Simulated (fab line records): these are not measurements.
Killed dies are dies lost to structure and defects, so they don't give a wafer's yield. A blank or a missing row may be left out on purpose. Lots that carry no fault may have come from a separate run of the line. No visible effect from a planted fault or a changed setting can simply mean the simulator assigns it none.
What tool caused it? -- flow nandHarc -- 24 lots with 72 wafers sampled at 6 steps, on a route of 1159 steps

## WHAT THE GAUGES READ, wafer by wafer
Not one reading of a measure or inspect step in the record can be checked against a usual standard deviation.

## WHICH TOOL RAN EACH LOT (tool, then ch and the chambers of the sampled wafers, then the start)
lot,NHARC_A_STAIRCASE_TRIM_224,NHARC_A_STAIRCASE_ETCH_234,NHARC_A_STAIRCASE_ETCH_236,NHARC_A_STAIRCASE_STRIP_254,NHARC_A_STAIRCASE_DESCUM_291,NHARC_A_STAIRCASE_DESCUM_312
L074,"rieDiel-13 ch 0,1,3, day 11 00:35 or earlier","rieDiel-13 ch 1,2,3, day 11 00:35 or earlier","rieDiel-13 ch 0,1,3, day 11 00:35 or earlier","plasmaAsher-02 ch 0,1, day 11 00:35","rieDiel-13 ch 0,2,3, day 11 05:22","rieDiel-13 ch 0,1,2, day 11 10:35"
L075,"rieDiel-02 ch 0,2, day 11 12:38 or earlier","rieDiel-02 ch 0,1,2, day 11 12:38 or earlier","rieDiel-02 ch 0,2, day 11 12:38 or earlier","plasmaAsher-01 ch 0,1, day 11 12:38","rieDiel-02 ch 0,2,3, day 11 17:08","rieDiel-02 ch 0,1, day 11 23:17"
L076,"rieDiel-13 ch 1,2,3, day 11 13:08 or earlier","rieDiel-02 ch 0,1,2, day 11 13:08 or earlier","rieDiel-02 ch 0,3, day 11 13:08 or earlier","plasmaAsher-02 ch 0,1, day 11 13:08","rieDiel-06 ch 0,2,3, day 11 17:23","rieDiel-06 ch 1,2,3, day 11 23:07"
L078,"rieDiel-06 ch 0,1,3, day 11 23:04 or earlier","rieDiel-06 ch 0,2, day 11 23:04 or earlier","rieDiel-06 ch 2,3, day 11 23:04 or earlier","plasmaAsher-02 ch 0, day 11 23:04","rieDiel-13 ch 0,2,3, day 12 03:02","rieDiel-06 ch 0,2, day 12 08:22"
L077,"rieDiel-13 ch 0,2,3, day 11 23:45 or earlier","rieDiel-02 ch 1,2,3, day 11 23:45 or earlier","rieDiel-02 ch 0,2,3, day 11 23:45 or earlier","plasmaAsher-01 ch 0,1, day 11 23:45","rieDiel-06 ch 0,2,3, day 12 03:59","rieDiel-06 ch 1,2,3, day 12 08:56"
L079,"rieDiel-02 ch 0,1,2, day 12 10:56 or earlier","rieDiel-02 ch 0,1,3, day 12 10:56 or earlier","rieDiel-02 ch 0,3, day 12 10:56 or earlier","plasmaAsher-02 ch 0,1, day 12 10:56","rieDiel-06 ch 0,1,2, day 12 15:26","rieDiel-06 ch 0,2, day 12 20:44"
L080,"rieDiel-06 ch 0,1,2, day 12 19:29 or earlier","rieDiel-02 ch 0,1,2, day 12 19:29 or earlier","rieDiel-02 ch 1,2,3, day 12 19:29 or earlier","plasmaAsher-02 ch 0,1, day 12 19:29","rieDiel-02 ch 1,2,3, day 12 23:08","rieDiel-13 ch 1,2,3, day 13 04:15"
L081,"rieDiel-02 ch 1,2,3, day 12 20:09 or earlier","rieDiel-02 ch 0,2,3, day 12 20:09 or earlier","rieDiel-02 ch 1,2,3, day 12 20:09 or earlier","plasmaAsher-02 ch 0,1, day 12 20:09","rieDiel-13 ch 1,2,3, day 12 23:51","rieDiel-02 ch 0,1,2, day 13 05:01"
L082,"rieDiel-02 ch 0,2,3, day 13 06:18 or earlier","rieDiel-13 ch 0,2,3, day 13 06:18 or earlier","rieDiel-13 ch 0,1,2, day 13 06:18 or earlier","plasmaAsher-02 ch 0,1, day 13 06:18","rieDiel-06 ch 0,1,3, day 13 10:25","rieDiel-13 ch 1,2,3, day 13 22:43"
L083,"rieDiel-02 ch 1,2, day 13 06:35 or earlier","rieDiel-02 ch 0,3, day 13 06:35 or earlier","rieDiel-02 ch 1,2,3, day 13 06:35 or earlier","plasmaAsher-02 ch 0,1, day 13 06:35","rieDiel-02 ch 0,1,2, day 13 12:20","rieDiel-06 ch 0,3, day 13 23:59"
L084,"rieDiel-06 ch 0,1,2, day 13 11:40 or earlier","rieDiel-06 ch 1,3, day 13 11:40 or earlier","rieDiel-06 ch 0,1, day 13 11:40 or earlier","plasmaAsher-02 ch 0,1, day 13 11:40","rieDiel-02 ch 2,3, day 13 20:52","rieDiel-02 ch 0,2, day 14 03:11"
L088,"rieDiel-06 ch 0,2,3, day 14 10:31 or earlier","rieDiel-06 ch 0,1,2, day 14 10:31 or earlier","rieDiel-06 ch 0,1,3, day 14 10:31 or earlier","plasmaAsher-02 ch 0,1, day 14 10:31","rieDiel-13 ch 1,2,3, day 14 14:08","rieDiel-13 ch 1,2,3, day 14 20:19"
L087,"rieDiel-06 ch 1,2,3, day 14 12:54 or earlier","rieDiel-13 ch 0,2, day 14 12:54 or earlier","rieDiel-13 ch 0,1,2, day 14 12:54 or earlier","plasmaAsher-01 ch 0,1, day 14 12:54","rieDiel-13 ch 2,3, day 14 16:37","rieDiel-13 ch 0,1,2, day 14 22:10"
L086,"rieDiel-06 ch 0,2, day 14 14:47 or earlier","rieDiel-06 ch 0,1,2, day 14 14:47 or earlier","rieDiel-06 ch 0,2, day 14 14:47 or earlier","plasmaAsher-01 ch 0,1, day 14 14:47","rieDiel-13 ch 0,1, day 14 18:28","rieDiel-06 ch 1,2, day 14 23:42"
L089,"rieDiel-02 ch 0,1,3, day 14 15:53 or earlier","rieDiel-06 ch 2,3, day 14 15:53","rieDiel-06 ch 0,3, day 14 18:10 or earlier","plasmaAsher-01 ch 0,1, day 14 18:10","rieDiel-06 ch 0,1, day 14 21:38","rieDiel-02 ch 0,1,3, day 15 05:37"
L085,"rieDiel-06 ch 1,2,3, day 14 20:34 or earlier","rieDiel-06 ch 1,2,3, day 14 20:34 or earlier","rieDiel-06 ch 1,2,3, day 14 20:34 or earlier","plasmaAsher-02 ch 0,1, day 14 20:34","rieDiel-13 ch 2,3, day 15 00:03","rieDiel-13 ch 0,2, day 15 05:45"
L090,"rieDiel-02 ch 0,2,3, day 15 12:31 or earlier","rieDiel-02 ch 0,1,3, day 15 12:31 or earlier","rieDiel-02 ch 0,1,2, day 15 12:31 or earlier","plasmaAsher-01 ch 0, day 15 12:31","rieDiel-02 ch 0,3, day 15 16:12","rieDiel-02 ch 0,2, day 15 23:10"
L091,"rieDiel-02 ch 1,3, day 15 14:09 or earlier","rieDiel-06 ch 1,2,3, day 15 14:09 or earlier","rieDiel-06 ch 0,2,3, day 15 14:09 or earlier","plasmaAsher-01 ch 0,1, day 15 14:09","rieDiel-06 ch 0,2,3, day 15 17:50","rieDiel-06 ch 0,1,3, day 16 02:22"
L092,"rieDiel-13 ch 0,1,3, day 15 15:50 or earlier","rieDiel-13 ch 0,2, day 15 15:50 or earlier","rieDiel-13 ch 0,1,2, day 15 15:50 or earlier","plasmaAsher-02 ch 1, day 15 15:50","rieDiel-06 ch 0,3, day 15 19:41","rieDiel-06 ch 0,1,3, day 16 06:16"
L093,"rieDiel-13 ch 0,2,3, day 15 18:17 or earlier","rieDiel-06 ch 1,2, day 15 18:17 or earlier","rieDiel-06 ch 1,2,3, day 15 18:17 or earlier","plasmaAsher-02 ch 0,1, day 15 18:17","rieDiel-13 ch 2,3, day 15 23:43","rieDiel-06 ch 1,3, day 16 09:55"
L094,"rieDiel-06 ch 1,2,3, day 16 08:28 or earlier","rieDiel-02 ch 0,1, day 16 08:28 or earlier","rieDiel-02 ch 0,1,2, day 16 08:28 or earlier","plasmaAsher-01 ch 0,1, day 16 08:28","rieDiel-06 ch 0,1, day 16 13:47","rieDiel-02 ch 1,2,3, day 16 21:47"
L097,"rieDiel-06 ch 0,1, day 16 13:10 or earlier","rieDiel-02 ch 0,2,3, day 16 13:10 or earlier","rieDiel-02 ch 0,1,3, day 16 13:10 or earlier","plasmaAsher-01 ch 0,1, day 16 13:10","rieDiel-13 ch 0,1,3, day 16 19:32","rieDiel-02 ch 2,3, day 17 00:52"
L096,"rieDiel-13 ch 2,3, day 16 16:19 or earlier","rieDiel-13 ch 0,2, day 16 16:19 or earlier","rieDiel-13 ch 1,3, day 16 16:19 or earlier","plasmaAsher-01 ch 0,1, day 16 16:19","rieDiel-06 ch 0,2,3, day 16 23:17","rieDiel-02 ch 0,1,3, day 17 06:23"
L095,"rieDiel-06 ch 0,2,3, day 17 03:34 or earlier","rieDiel-06 ch 0,2,3, day 17 03:34 or earlier","rieDiel-06 ch 0,2,3, day 17 03:34 or earlier","plasmaAsher-02 ch 0,1, day 17 03:34","rieDiel-13 ch 0,2,3, day 17 07:07","rieDiel-06 ch 0,1,2, day 17 12:49"
- NHARC_A_STAIRCASE_TRIM_224: chemistry O2, time 211.2 s.
- NHARC_A_STAIRCASE_ETCH_234: etches the open film in C4F8/O2, target depth 100 nm, time 40.5 s.
- NHARC_A_STAIRCASE_ETCH_236: etches the open film in C4F8/O2, target depth 100 nm, time 40.5 s.
- NHARC_A_STAIRCASE_STRIP_254: strips in O2.
- NHARC_A_STAIRCASE_DESCUM_291: chemistry O2, time 3 s.
- NHARC_A_STAIRCASE_DESCUM_312: chemistry O2, time 3 s.

## WHAT THE TOOLS THEMSELVES READ (means of the sampled wafers that have a number; where no wafer has one, the mark that the record gives instead)
NHARC_A_STAIRCASE_TRIM_224.
lot,tool,drypumpMotorCurrentA (A),oesProductAu (a.u.),rfVppV (V),showerheadPlenumPTorr (Torr),throttleValvePct (%)
L074,rieDiel-13,5.5,1.008,58.5,3.51,17.032
L075,rieDiel-02,5.7,1.006,58.2,3.57,17.039
L076,rieDiel-13,5.7,0.999,57.5,3.51,17.036
L078,rieDiel-06,5.7,1.003,58.0,3.43,17.041
L077,rieDiel-13,5.5,0.999,58.2,3.45,17.039
L079,rieDiel-02,5.9,1.008,58.1,3.51,17.041
L080,rieDiel-06,5.5,1.007,58.1,3.59,17.037
L081,rieDiel-02,5.8,1.003,58.0,3.60,17.029
L082,rieDiel-02,5.9,1.009,56.8,3.53,17.045
L083,rieDiel-02,5.7,0.999,57.4,3.58,17.032
L084,rieDiel-06,5.5,1.002,58.3,3.59,17.030
L088,rieDiel-06,5.5,0.996,57.3,3.50,17.032
L087,rieDiel-06,5.8,0.999,57.5,3.54,17.040
L086,rieDiel-06,5.2,0.990,58.1,3.54,17.036
L089,rieDiel-02,6.1,1.003,58.0,3.48,17.041
L085,rieDiel-06,5.8,1.001,57.9,3.54,17.045
L090,rieDiel-02,5.9,1.014,57.0,3.52,17.041
L091,rieDiel-02,6.0,1.005,58.0,3.54,17.044
L092,rieDiel-13,5.5,0.991,57.7,3.49,17.043
L093,rieDiel-13,5.5,1.000,58.3,3.44,17.038
L094,rieDiel-06,5.8,0.995,58.3,3.54,17.035
L097,rieDiel-06,5.7,1.009,57.6,3.49,17.045
L096,rieDiel-13,5.7,1.001,58.3,3.44,17.040
L095,rieDiel-06,5.5,0.996,57.9,3.48,17.037

NHARC_A_STAIRCASE_ETCH_234.
lot,tool,oesProductAu (a.u.),rfVppV (V)
L074,rieDiel-13,0.950,896
L075,rieDiel-02,0.940,896
L076,rieDiel-02,0.953,895
L078,rieDiel-06,0.953,896
L077,rieDiel-02,0.966,898
L079,rieDiel-02,0.932,894
L080,rieDiel-02,0.939,895
L081,rieDiel-02,0.949,896
L082,rieDiel-13,0.929,893
L083,rieDiel-02,0.951,895
L084,rieDiel-06,0.952,890
L088,rieDiel-06,0.939,898
L087,rieDiel-13,0.943,890
L086,rieDiel-06,0.920,898
L089,rieDiel-06,0.989,893
L085,rieDiel-06,0.946,896
L090,rieDiel-02,0.944,895
L091,rieDiel-06,0.953,896
L092,rieDiel-13,0.943,890
L093,rieDiel-06,0.944,902
L094,rieDiel-02,0.921,890
L097,rieDiel-02,0.968,896
L096,rieDiel-13,0.934,892
L095,rieDiel-06,0.948,895

NHARC_A_STAIRCASE_ETCH_236.
lot,tool,oesProductAu (a.u.),rfVppV (V)
L074,rieDiel-13,0.949,895
L075,rieDiel-02,0.942,893
L076,rieDiel-02,0.941,896
L078,rieDiel-06,0.934,894
L077,rieDiel-02,0.953,896
L079,rieDiel-02,0.944,895
L080,rieDiel-02,0.944,899
L081,rieDiel-02,0.944,899
L082,rieDiel-13,0.935,892
L083,rieDiel-02,0.946,898
L084,rieDiel-06,0.943,896
L088,rieDiel-06,0.950,892
L087,rieDiel-13,0.952,892
L086,rieDiel-06,0.925,896
L089,rieDiel-06,0.969,890
L085,rieDiel-06,0.948,896
L090,rieDiel-02,0.935,895
L091,rieDiel-06,0.939,895
L092,rieDiel-13,0.943,892
L093,rieDiel-06,0.947,896
L094,rieDiel-02,0.935,895
L097,rieDiel-02,0.949,894
L096,rieDiel-13,0.946,897
L095,rieDiel-06,0.937,894

NHARC_A_STAIRCASE_STRIP_254.
lot,tool,drypumpMotorCurrentA (A),heaterPowerW (W)
L074,plasmaAsher-02,6.2,331
L075,plasmaAsher-01,5.5,317
L076,plasmaAsher-02,5.8,335
L078,plasmaAsher-02,5.3,345
L077,plasmaAsher-01,5.4,323
L079,plasmaAsher-02,6.2,330
L080,plasmaAsher-02,6.3,328
L081,plasmaAsher-02,6.2,331
L082,plasmaAsher-02,5.8,334
L083,plasmaAsher-02,6.3,330
L084,plasmaAsher-02,5.8,335
L088,plasmaAsher-02,5.8,334
L087,plasmaAsher-01,5.4,330
L086,plasmaAsher-01,5.4,332
L089,plasmaAsher-01,5.4,323
L085,plasmaAsher-02,6.2,327
L090,plasmaAsher-01,5.5,306
L091,plasmaAsher-01,5.4,353
L092,plasmaAsher-02,6.7,321
L093,plasmaAsher-02,6.2,326
L094,plasmaAsher-01,5.4,317
L097,plasmaAsher-01,5.4,351
L096,plasmaAsher-01,5.5,329
L095,plasmaAsher-02,5.8,334

NHARC_A_STAIRCASE_DESCUM_291.
lot,tool,drypumpMotorCurrentA (A),oesProductAu (a.u.),rfVppV (V),showerheadPlenumPTorr (Torr),throttleValvePct (%)
L074,rieDiel-13,5.5,1.016,58.2,1.87,11.313
L075,rieDiel-02,5.9,1.014,57.6,1.92,11.305
L076,rieDiel-06,5.5,0.993,57.9,1.90,11.317
L078,rieDiel-13,5.5,1.001,57.1,1.87,11.307
L077,rieDiel-06,5.5,0.998,58.1,1.90,11.312
L079,rieDiel-06,5.5,1.012,58.1,1.95,11.315
L080,rieDiel-02,5.7,1.006,58.2,1.96,11.318
L081,rieDiel-13,5.7,0.997,57.4,1.90,11.312
L082,rieDiel-06,5.7,0.995,57.0,1.85,11.312
L083,rieDiel-02,5.9,1.010,56.7,1.90,11.316
L084,rieDiel-02,5.7,1.012,56.5,1.97,11.310
L088,rieDiel-13,5.7,1.001,56.4,1.90,11.311
L087,rieDiel-13,5.7,0.994,57.9,1.90,11.310
L086,rieDiel-13,5.4,0.991,58.3,1.89,11.316
L089,rieDiel-06,5.7,1.009,57.9,1.90,11.306
L085,rieDiel-13,5.7,0.990,57.6,1.90,11.312
L090,rieDiel-02,6.1,1.014,58.0,1.89,11.314
L091,rieDiel-06,5.5,0.997,58.1,1.89,11.306
L092,rieDiel-06,5.4,0.986,56.8,1.82,11.311
L093,rieDiel-13,5.7,0.996,58.1,1.90,11.322
L094,rieDiel-06,5.4,0.998,57.3,1.87,11.315
L097,rieDiel-13,5.5,1.003,57.5,1.88,11.315
L096,rieDiel-06,5.5,1.000,57.8,1.89,11.315
L095,rieDiel-13,5.5,0.993,57.0,1.86,11.309

NHARC_A_STAIRCASE_DESCUM_312.
lot,tool,drypumpMotorCurrentA (A),oesProductAu (a.u.),rfVppV (V),showerheadPlenumPTorr (Torr),throttleValvePct (%)
L074,rieDiel-13,5.5,1.009,57.9,1.87,11.303
L075,rieDiel-02,6.2,1.003,56.7,1.83,11.308
L076,rieDiel-06,5.8,0.995,58.4,1.93,11.310
L078,rieDiel-06,5.3,1.003,58.7,2.00,11.311
L077,rieDiel-06,5.8,1.004,58.0,1.93,11.314
L079,rieDiel-06,5.2,1.001,56.8,1.92,11.314
L080,rieDiel-13,5.7,0.994,58.2,1.90,11.312
L081,rieDiel-02,5.9,1.001,57.4,1.90,11.317
L082,rieDiel-13,5.7,1.007,57.8,1.90,11.317
L083,rieDiel-06,5.7,0.998,56.7,1.80,11.313
L084,rieDiel-02,5.7,1.015,58.5,1.93,11.306
L088,rieDiel-13,5.7,0.994,57.9,1.90,11.303
L087,rieDiel-13,5.5,0.997,56.6,1.86,11.307
L086,rieDiel-06,5.6,1.005,58.4,2.02,11.312
L089,rieDiel-02,6.1,1.004,57.9,1.88,11.311
L085,rieDiel-13,5.3,0.990,56.7,1.82,11.315
L090,rieDiel-02,6.1,1.006,57.4,1.85,11.303
L091,rieDiel-06,5.7,0.991,57.8,1.84,11.309
L092,rieDiel-06,5.7,0.997,57.7,1.84,11.315
L093,rieDiel-06,6.0,1.003,57.5,1.87,11.312
L094,rieDiel-02,5.8,1.004,58.6,1.95,11.309
L097,rieDiel-02,5.7,1.017,58.0,1.96,11.313
L096,rieDiel-02,6.1,1.007,57.8,1.88,11.306
L095,rieDiel-06,5.5,0.995,58.3,1.94,11.315

## THE ANSWER, worked out from the rows above alone
Rule: what is usual is taken from the lots themselves. The widest of any qualifying gaps counts: lots, ordered by their means at a reading, are off when they make up no more than a third of the lots, leave a main group of 4 or more, and stand apart from it by 3 or more times the standard deviation of that group's means. Not used: any main group whose means are identical at the precision the tables above print for the reading. A lot without any number at a reading at which 4 lots or more have one is off too. Where the step has rows for the other lots, those lots are counted as sound. Order of review: gauges by route order, followed by the tools' own readings, for which a lot's mean as printed above is used. The first step at which some lot is off is used, and at that step the reading that is off furthest; a lot without a number counts as furthest.
No lot is off at any reading shown: from this, nothing can be told.

## WHAT THE SIMULATOR HAD INSERTED
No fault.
